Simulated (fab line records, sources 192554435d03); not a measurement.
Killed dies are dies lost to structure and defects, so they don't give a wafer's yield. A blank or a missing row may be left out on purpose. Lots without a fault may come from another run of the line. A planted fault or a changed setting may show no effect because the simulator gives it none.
Split-lot experiment | flow n5_finfet | 7 lots, 21 wafers read, on a route of 1938 steps

THE SPLIT
At N5_BEOL_M10_TRENCH_ETCH_37 (etches SiCOH lowk in C4F6/O2, target depth 148.83 nm, time 48 s), the setting source_w was moved away from the recipe's 345 W on 6 of the 21 wafers read, by -17.1% to +7.4%. The other wafers ran this setting at the recipe's value.

FROM THE SPLIT TO THE READING: what the file shows between them, 11 steps
- N5_BEOL_M10_ETCH_41: etches SiCN in CH3F/O2, target depth 42.6 nm, time 86 s
- N5_BEOL_M10_STRIP_77: strips in N2/H2, time 10 s
- N5_BEOL_M10_OCD_MEAS_38
- N5_BEOL_M10_HM_STRIP_39: strips TiN in peroxide tin strip, target depth 25 nm, time 158 s
- N5_BEOL_M10_SRD_40: time 30 s
- N5_BEOL_M10_ECD_50: material Cu, target thk 318 nm
- N5_BEOL_M10_ANNEAL_51: time 90 s
- N5_BEOL_M10_CMP_52: polishes, stops on SiCOH lowk, t overpolish 7 s, target thk 140 nm
- N5_BEOL_M10_THK_MEAS_53: measures by xrf
- N5_BEOL_M10_PRE_CLEAN_55: time 15 s
- N5_BEOL_M10_DEP_56: deposits SiCN from 3MS/NH3, target thk 15 nm, time 26.5 s

THE READING
M10_RS, in ohm/sq, at N5_BEOL_M10_RS_MEAS_57 (measures by four-point-probe). Fault-free wafers of this fab line usually give 0.1509 ohm/sq, standard deviation 0.0017 ohm/sq.

wafer  | tool, chamber at the split | source_w as run, W | against the recipe | M10_RS, ohm/sq | against lot-mates on the recipe
L074.1 | rie_diel-01, 0             | 345                | recipe             | 0.1479         | -
L074.4 | rie_diel-01, 2             | 293.1              | -15.0%             | 0.1646         | +0.0152
L074.5 | rie_diel-01, 2             | 345                | recipe             | 0.1509         | -
L080.2 | rie_diel-03, 2             | 315.4              | -8.6%              | 0.1586         | +0.0059
L080.4 | rie_diel-03, 1             | 345                | recipe             | 0.1518         | -
L080.5 | rie_diel-03, 2             | 345                | recipe             | 0.1535         | -
L081.2 | rie_diel-02, 2             | 345                | recipe             | 0.1490         | -
L081.5 | rie_diel-02, 3             | 370.5              | +7.4%              | 0.1455         | -0.0046
L081.6 | rie_diel-02, 0             | 345                | recipe             | 0.1511         | -
L085.3 | rie_diel-01, 1             | 345                | recipe             | 0.1505         | -
L085.4 | rie_diel-01, 2             | 345                | recipe             | 0.1501         | -
L085.6 | rie_diel-01, 1             | 316                | -8.4%              | 0.1547         | +0.0044
L087.1 | rie_diel-01, 0             | 345                | recipe             | 0.1482         | -
L087.2 | rie_diel-01, 2             | 345                | recipe             | 0.1508         | -
L087.4 | rie_diel-01, 3             | 345                | recipe             | 0.1499         | -
L091.1 | rie_diel-02, 3             | 345                | recipe             | 0.1531         | -
L091.2 | rie_diel-02, 1             | 308.1              | -10.7%             | 0.1581         | +0.0058
L091.6 | rie_diel-02, 2             | 345                | recipe             | 0.1514         | -
L095.2 | rie_diel-01, 3             | 345                | recipe             | 0.1506         | -
L095.3 | rie_diel-01, 2             | 345                | recipe             | 0.1533         | -
L095.6 | rie_diel-01, 2             | 285.9              | -17.1%             | 0.1661         | +0.0141

THE FIT
A straight line over all 21 wafers: M10_RS changes by -0.000825 ohm/sq for each +1% of source_w; r = -0.95; the points scatter about the line by 0.0017 ohm/sq.
The same after taking each lot's own level away (the mean of its wafers on the recipe; 21 wafers): -0.000788 ohm/sq for each +1%; r = -0.95; scatter 0.0015 ohm/sq.
On that fit, the largest move of source_w shifts the reading by 0.013 ohm/sq.
The lots' own levels span 0.14940 to 0.15265 ohm/sq, that is 1.9 times the standard deviation above.
So the lot-to-lot level changes the slope little: the two slopes agree.
Check: with one of the wafers moved furthest among these (-17.1%) left out of the fit, the line predicts +0.0131 ohm/sq for it against its lot-mates. It came out at +0.0141 ohm/sq against them.
Tool readings at the split's step, against how far the setting was moved: rf_vpp_V r = -0.91.

THE WHOLE CHAIN: every reading that the file lists as answering this split, in the file's order
step                       | what it does                                                       | reading                                                                       | change (the file's fit)               | r (the file's)
N5_BEOL_M10_TRENCH_ETCH_37 | etches SiCOH lowk in C4F6/O2, target depth 148.83 nm, time 48 s    | rf_vpp_V                                                                      | -3.5 V for each +1% of the setting    | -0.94
N5_BEOL_M10_TRENCH_ETCH_37 | etches SiCOH lowk in C4F6/O2, target depth 148.83 nm, time 48 s    | BEOL_M10.feature_depth_nm (the simulator's own value, which no gauge read)    | +0.577 nm for each +1% of the setting | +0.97
N5_BEOL_M10_TRENCH_ETCH_37 | etches SiCOH lowk in C4F6/O2, target depth 148.83 nm, time 48 s    | etch.depth_nm (the simulator's own value, which no gauge read)                | +0.573 nm for each +1% of the setting | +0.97
N5_BEOL_M10_OCD_MEAS_38    |                                                                    | trench_depth_nm                                                               | +0.577 nm for each +1% of the setting | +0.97
N5_BEOL_M10_CMP_52         | polishes, stops on SiCOH lowk, t overpolish 7 s, target thk 140 nm | Cu_of_BEOL_M10_ECD_50.thk_nm (the simulator's own value, which no gauge read) | +0.593 nm for each +1% of the setting | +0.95
N5_BEOL_M10_THK_MEAS_53    | measures by xrf                                                    | M10_THK                                                                       | +0.597 for each +1% of the setting    | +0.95
N5_BEOL_M10_RS_MEAS_57     | measures by four-point-probe                                       | M10_RS                                                                        | -0.000786 for each +1% of the setting | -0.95

THE FILE'S OWN FIT
M10_RS changes by -0.000786 ohm/sq for each +1% of source_w, r = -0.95.
